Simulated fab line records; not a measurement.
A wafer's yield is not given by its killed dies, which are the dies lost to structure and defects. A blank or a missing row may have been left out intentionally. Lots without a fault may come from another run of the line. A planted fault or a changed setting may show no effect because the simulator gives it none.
What tool caused it? || flow nand_harc || 36 wafers from 12 lots sampled at 5 of the route's 1302 steps

WHAT THE GAUGES READ, wafer by wafer
NHARC_P_CONTACT_CD_MEAS_19.
{"lot": "L645", "measured": "day 6 15:20", "on": "cd_sem-02", "cd_nm (nm)": "89.2 87.6 91.8"}
{"lot": "L646", "measured": "day 7 04:47", "on": "cd_sem-01", "cd_nm (nm)": "90.8 89.6 91.6"}
{"lot": "L647", "measured": "day 7 12:34", "on": "cd_sem-02", "cd_nm (nm)": "88.3 87.9 88.3"}
{"lot": "L649", "measured": "day 8 12:53", "on": "cd_sem-03", "cd_nm (nm)": "90.9 91.2 91.5"}
{"lot": "L650", "measured": "day 8 17:22", "on": "cd_sem-02", "cd_nm (nm)": "91.6 89.2 90.3"}
{"lot": "L651", "measured": "day 9 16:47", "on": "cd_sem-01", "cd_nm (nm)": "90.2 88.4 88.1"}
{"lot": "L653", "measured": "day 10 05:23", "on": "cd_sem-01", "cd_nm (nm)": "91.4 92.0 90.0"}
{"lot": "L654", "measured": "day 10 09:43", "on": "cd_sem-02", "cd_nm (nm)": "91.5 91.6 88.4"}
{"lot": "L658", "measured": "day 11 23:12", "on": "cd_sem-02", "cd_nm (nm)": "90.6 89.5 90.9"}
{"lot": "L659", "measured": "day 12 14:52", "on": "cd_sem-03", "cd_nm (nm)": "88.6 90.0 90.1"}
{"lot": "L665", "measured": "day 14 22:25", "on": "cd_sem-03", "cd_nm (nm)": "90.6 88.9 90.8"}
{"lot": "L666", "measured": "day 15 14:05", "on": "cd_sem-03", "cd_nm (nm)": "92.4 89.3 91.2"}

NHARC_END_SORT_01.
{"lot": "L665", "measured": "day 33 19:40", "on": "prober-01", "killed_at_array": "24 27 32", "killed_at_other": "0 1 1", "killed_at_periphery": "653 649 644", "killed_dies": "677 677 677", "killed_open": "2 3 2", "killed_short": "1 3 6"}
{"lot": "L666", "measured": "day 35 08:51", "on": "prober-02", "killed_at_array": "107 77 68", "killed_at_other": "0 0 1", "killed_at_periphery": "570 600 608", "killed_dies": "677 677 677", "killed_open": "5 5 3", "killed_short": "2 1 2"}

WHAT TOOL EACH LOT RAN ON (gives the tool, then ch and the chambers of the sampled wafers, and finally the start)
{"lot": "L645", "NHARC_P_CONTACT_ETCH_18": "rie_diel-11 ch 2,3, day 6 14:57", "NHARC_P_CONTACT_ETCH_31": "rie_diel-11 ch 0,1,2, day 6 15:20 or earlier", "NHARC_P_CONTACT_PVD_32": "pvd_sputter-02, no start"}
{"lot": "L646", "NHARC_P_CONTACT_ETCH_18": "rie_diel-12 ch 0,1,3, day 7 04:25", "NHARC_P_CONTACT_ETCH_31": "rie_diel-12 ch 0,1,3, day 7 04:47 or earlier", "NHARC_P_CONTACT_PVD_32": "pvd_sputter-02, no start"}
{"lot": "L647", "NHARC_P_CONTACT_ETCH_18": "rie_diel-12 ch 1,2,3, day 7 12:11", "NHARC_P_CONTACT_ETCH_31": "rie_diel-12 ch 0,1,3, day 7 12:34 or earlier", "NHARC_P_CONTACT_PVD_32": "pvd_sputter-01, no start"}
{"lot": "L649", "NHARC_P_CONTACT_ETCH_18": "rie_diel-08 ch 1,3, day 8 12:31", "NHARC_P_CONTACT_ETCH_31": "rie_diel-08 ch 1,2, day 8 12:53 or earlier", "NHARC_P_CONTACT_PVD_32": "pvd_sputter-03, no start"}
{"lot": "L650", "NHARC_P_CONTACT_ETCH_18": "rie_diel-12 ch 1,2,3, day 8 16:58", "NHARC_P_CONTACT_ETCH_31": "rie_diel-12 ch 0,1,2, day 8 17:22 or earlier", "NHARC_P_CONTACT_PVD_32": "pvd_sputter-03, no start"}
{"lot": "L651", "NHARC_P_CONTACT_ETCH_18": "rie_diel-11 ch 0,1,3, day 9 16:26", "NHARC_P_CONTACT_ETCH_31": "rie_diel-11 ch 1,2,3, day 9 16:47 or earlier", "NHARC_P_CONTACT_PVD_32": "pvd_sputter-01, no start"}
{"lot": "L653", "NHARC_P_CONTACT_ETCH_18": "rie_diel-08 ch 1,3, day 10 05:00", "NHARC_P_CONTACT_ETCH_31": "rie_diel-08 ch 0,1,3, day 10 05:23 or earlier", "NHARC_P_CONTACT_PVD_32": "pvd_sputter-01, no start"}
{"lot": "L654", "NHARC_P_CONTACT_ETCH_18": "rie_diel-12 ch 1,2,3, day 10 09:22", "NHARC_P_CONTACT_ETCH_31": "rie_diel-12 ch 0,1,3, day 10 09:43 or earlier", "NHARC_P_CONTACT_PVD_32": "pvd_sputter-02, no start"}
{"lot": "L658", "NHARC_P_CONTACT_ETCH_18": "rie_diel-12 ch 2,3, day 11 22:49", "NHARC_P_CONTACT_ETCH_31": "rie_diel-12 ch 2,3, day 11 23:12 or earlier", "NHARC_P_CONTACT_PVD_32": "pvd_sputter-03, no start"}
{"lot": "L659", "NHARC_P_CONTACT_ETCH_18": "rie_diel-12 ch 0,1, day 12 14:29", "NHARC_P_CONTACT_ETCH_31": "rie_diel-12 ch 0,1,3, day 12 14:52 or earlier", "NHARC_P_CONTACT_PVD_32": "pvd_sputter-03, no start"}
{"lot": "L665", "NHARC_P_CONTACT_ETCH_18": "rie_diel-11 ch 1,2, day 14 22:01", "NHARC_P_CONTACT_ETCH_31": "rie_diel-11 ch 2,3, day 14 22:25 or earlier", "NHARC_P_CONTACT_PVD_32": "pvd_sputter-02, day 33 19:40 or earlier"}
{"lot": "L666", "NHARC_P_CONTACT_ETCH_18": "rie_diel-11 ch 0,1,3, day 15 13:41", "NHARC_P_CONTACT_ETCH_31": "rie_diel-11 ch 0,1,2, day 15 14:05 or earlier", "NHARC_P_CONTACT_PVD_32": "pvd_sputter-02, day 35 08:51 or earlier"}
- NHARC_P_CONTACT_ETCH_18: etches the open film in C4F8/O2/Ar, target depth 481 nm, time 240.5 s.
- NHARC_P_CONTACT_ETCH_31: etches the open film in CH3F/O2, target depth 30 nm, time 85.7 s.
- NHARC_P_CONTACT_PVD_32: deposits Ti, target thk 5 nm, time 17.7 s.

WHAT THE TOOLS THEMSELVES READ (means of the sampled wafers that have a number; where no wafer has one, the mark that the record gives instead)
NHARC_P_CONTACT_ETCH_18.
{"lot": "L645", "tool": "rie_diel-11", "bias_w (W)": 1500, "chamber_pressure_mTorr (mTorr)": 24.977, "oes_product_au (a.u.)": 0.973, "rf_vpp_V (V)": 988}
{"lot": "L646", "tool": "rie_diel-12", "bias_w (W)": 1495, "chamber_pressure_mTorr (mTorr)": 24.999, "oes_product_au (a.u.)": 0.958, "rf_vpp_V (V)": 980}
{"lot": "L647", "tool": "rie_diel-12", "bias_w (W)": 1499, "chamber_pressure_mTorr (mTorr)": 24.985, "oes_product_au (a.u.)": 0.949, "rf_vpp_V (V)": 980}
{"lot": "L649", "tool": "rie_diel-08", "bias_w (W)": 1495, "chamber_pressure_mTorr (mTorr)": 25.011, "oes_product_au (a.u.)": 0.955, "rf_vpp_V (V)": 979}
{"lot": "L650", "tool": "rie_diel-12", "bias_w (W)": 1497, "chamber_pressure_mTorr (mTorr)": 24.999, "oes_product_au (a.u.)": 0.956, "rf_vpp_V (V)": 980}
{"lot": "L651", "tool": "rie_diel-11", "bias_w (W)": 1502, "chamber_pressure_mTorr (mTorr)": 24.999, "oes_product_au (a.u.)": 0.972, "rf_vpp_V (V)": 982}
{"lot": "L653", "tool": "rie_diel-08", "bias_w (W)": 1496, "chamber_pressure_mTorr (mTorr)": 24.958, "oes_product_au (a.u.)": 0.974, "rf_vpp_V (V)": 980}
{"lot": "L654", "tool": "rie_diel-12", "bias_w (W)": 1500, "chamber_pressure_mTorr (mTorr)": 25.008, "oes_product_au (a.u.)": 0.911, "rf_vpp_V (V)": 980}
{"lot": "L658", "tool": "rie_diel-12", "bias_w (W)": 1498, "chamber_pressure_mTorr (mTorr)": 24.983, "oes_product_au (a.u.)": 0.951, "rf_vpp_V (V)": 981}
{"lot": "L659", "tool": "rie_diel-12", "bias_w (W)": 1505, "chamber_pressure_mTorr (mTorr)": 24.999, "oes_product_au (a.u.)": 0.971, "rf_vpp_V (V)": 978}
{"lot": "L665", "tool": "rie_diel-11", "bias_w (W)": "-", "chamber_pressure_mTorr (mTorr)": "-", "oes_product_au (a.u.)": "-", "rf_vpp_V (V)": "-"}
{"lot": "L666", "tool": "rie_diel-11", "bias_w (W)": "-", "chamber_pressure_mTorr (mTorr)": "-", "oes_product_au (a.u.)": "-", "rf_vpp_V (V)": "-"}

NHARC_P_CONTACT_ETCH_31.
{"lot": "L645", "tool": "rie_diel-11", "bias_w (W)": 99.71, "ch3f_flow_sccm (sccm)": 49.95, "drypump_motor_current_A (A)": 5.4, "o2_flow_sccm (sccm)": 29.99, "oes_product_au (a.u.)": 0.984, "rf_vpp_V (V)": 245.3, "showerhead_plenum_p_Torr (Torr)": 2.53, "throttle_valve_pct (%)": 20.669}
{"lot": "L646", "tool": "rie_diel-12", "bias_w (W)": 99.79, "ch3f_flow_sccm (sccm)": 50.11, "drypump_motor_current_A (A)": 5.5, "o2_flow_sccm (sccm)": 30.07, "oes_product_au (a.u.)": 0.980, "rf_vpp_V (V)": 245.4, "showerhead_plenum_p_Torr (Torr)": 2.50, "throttle_valve_pct (%)": 20.654}
{"lot": "L647", "tool": "rie_diel-12", "bias_w (W)": 100.07, "ch3f_flow_sccm (sccm)": 49.97, "drypump_motor_current_A (A)": 5.5, "o2_flow_sccm (sccm)": 29.99, "oes_product_au (a.u.)": 0.976, "rf_vpp_V (V)": 244.9, "showerhead_plenum_p_Torr (Torr)": 2.50, "throttle_valve_pct (%)": 20.666}
{"lot": "L649", "tool": "rie_diel-08", "bias_w (W)": 99.78, "ch3f_flow_sccm (sccm)": 49.95, "drypump_motor_current_A (A)": 5.6, "o2_flow_sccm (sccm)": 30.02, "oes_product_au (a.u.)": 0.980, "rf_vpp_V (V)": 243.7, "showerhead_plenum_p_Torr (Torr)": 2.43, "throttle_valve_pct (%)": 20.642}
{"lot": "L650", "tool": "rie_diel-12", "bias_w (W)": 100.12, "ch3f_flow_sccm (sccm)": 49.86, "drypump_motor_current_A (A)": 5.4, "o2_flow_sccm (sccm)": 30.01, "oes_product_au (a.u.)": 0.975, "rf_vpp_V (V)": 243.5, "showerhead_plenum_p_Torr (Torr)": 2.43, "throttle_valve_pct (%)": 20.649}
{"lot": "L651", "tool": "rie_diel-11", "bias_w (W)": 100.12, "ch3f_flow_sccm (sccm)": 49.93, "drypump_motor_current_A (A)": 5.5, "o2_flow_sccm (sccm)": 29.92, "oes_product_au (a.u.)": 0.982, "rf_vpp_V (V)": 245.5, "showerhead_plenum_p_Torr (Torr)": 2.56, "throttle_valve_pct (%)": 20.658}
{"lot": "L653", "tool": "rie_diel-08", "bias_w (W)": 100.06, "ch3f_flow_sccm (sccm)": 50.01, "drypump_motor_current_A (A)": 5.5, "o2_flow_sccm (sccm)": 30.02, "oes_product_au (a.u.)": 0.973, "rf_vpp_V (V)": 245.9, "showerhead_plenum_p_Torr (Torr)": 2.52, "throttle_valve_pct (%)": 20.664}
{"lot": "L654", "tool": "rie_diel-12", "bias_w (W)": 99.75, "ch3f_flow_sccm (sccm)": 49.95, "drypump_motor_current_A (A)": 5.5, "o2_flow_sccm (sccm)": 29.95, "oes_product_au (a.u.)": 0.954, "rf_vpp_V (V)": 245.1, "showerhead_plenum_p_Torr (Torr)": 2.50, "throttle_valve_pct (%)": 20.667}
{"lot": "L658", "tool": "rie_diel-12", "bias_w (W)": 100.13, "ch3f_flow_sccm (sccm)": 50.27, "drypump_motor_current_A (A)": 5.5, "o2_flow_sccm (sccm)": 29.94, "oes_product_au (a.u.)": 0.979, "rf_vpp_V (V)": 245.7, "showerhead_plenum_p_Torr (Torr)": 2.53, "throttle_valve_pct (%)": 20.674}
{"lot": "L659", "tool": "rie_diel-12", "bias_w (W)": 99.77, "ch3f_flow_sccm (sccm)": 50.13, "drypump_motor_current_A (A)": 5.5, "o2_flow_sccm (sccm)": 30.01, "oes_product_au (a.u.)": 0.981, "rf_vpp_V (V)": 245.2, "showerhead_plenum_p_Torr (Torr)": 2.50, "throttle_valve_pct (%)": 20.657}
{"lot": "L665", "tool": "rie_diel-11", "bias_w (W)": 99.90, "ch3f_flow_sccm (sccm)": 50.01, "drypump_motor_current_A (A)": 6.0, "o2_flow_sccm (sccm)": 30.02, "oes_product_au (a.u.)": 1.000, "rf_vpp_V (V)": 246.2, "showerhead_plenum_p_Torr (Torr)": 2.62, "throttle_valve_pct (%)": 20.671}
{"lot": "L666", "tool": "rie_diel-11", "bias_w (W)": 100.16, "ch3f_flow_sccm (sccm)": 49.82, "drypump_motor_current_A (A)": 5.4, "o2_flow_sccm (sccm)": 30.04, "oes_product_au (a.u.)": 0.979, "rf_vpp_V (V)": 244.8, "showerhead_plenum_p_Torr (Torr)": 2.52, "throttle_valve_pct (%)": 20.667}

NHARC_P_CONTACT_PVD_32.
{"lot": "L645", "tool": "pvd_sputter-02", "throttle_valve_pct (%)": 30.0}
{"lot": "L646", "tool": "pvd_sputter-02", "throttle_valve_pct (%)": 30.7}
{"lot": "L647", "tool": "pvd_sputter-01", "throttle_valve_pct (%)": 30.2}
{"lot": "L649", "tool": "pvd_sputter-03", "throttle_valve_pct (%)": 30.9}
{"lot": "L650", "tool": "pvd_sputter-03", "throttle_valve_pct (%)": 30.8}
{"lot": "L651", "tool": "pvd_sputter-01", "throttle_valve_pct (%)": 30.3}
{"lot": "L653", "tool": "pvd_sputter-01", "throttle_valve_pct (%)": 30.4}
{"lot": "L654", "tool": "pvd_sputter-02", "throttle_valve_pct (%)": 31.5}
{"lot": "L658", "tool": "pvd_sputter-03", "throttle_valve_pct (%)": 31.0}
{"lot": "L659", "tool": "pvd_sputter-03", "throttle_valve_pct (%)": 31.2}
{"lot": "L665", "tool": "pvd_sputter-02", "throttle_valve_pct (%)": 29.9}
{"lot": "L666", "tool": "pvd_sputter-02", "throttle_valve_pct (%)": 30.7}

THE ANSWER, worked out from the rows above alone
Rule: the usual values come from the lots themselves. Put in order of their means at a reading, lots are off if they are a third of the lots or fewer, leave a main group of 4 or more, and stand apart from it by a gap of 3 or more times the standard deviation of the main group's means; of several such gaps the widest counts. If all means in a main group match to the digits the tables above print for the reading, that group is not used. Also off: a lot with no number at a reading for which 4 or more lots have one. The other lots that the step has rows for count as sound. Order of review: gauges by route order, followed by the tools' own readings, for which a lot's mean as printed above is used. At the first step where some lot is off, the reading lying furthest off is the one used; lots without a number count as furthest.
Off: L665, L666, at NHARC_P_CONTACT_ETCH_18 (bias_w). Without a number there: L665, L666. Main group: mean 1499 W, sd 3.
A tool fits if, at that step or a process step before it, it ran every lot that is off, and no sound lot after the first of them. One fits: rie_diel-11 at NHARC_P_CONTACT_ETCH_18. Its last sound lot is L651 (day 9 16:26), its first lot that is off L665 (day 14 22:01): a fault that began between those two fits.
Blank at NHARC_P_CONTACT_ETCH_18 on the lots that are off, where sound lots have numbers: bias_w, chamber_pressure_mTorr, oes_product_au, rf_vpp_V.

WHAT HAD BEEN PUT IN BY THE SIMULATOR
Skipped step whole: rie_diel-11, from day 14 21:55 on, at NHARC_P_CONTACT_ETCH_18. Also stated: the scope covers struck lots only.
Shown lots that were struck: L665, L666. Same finding as the rule above.
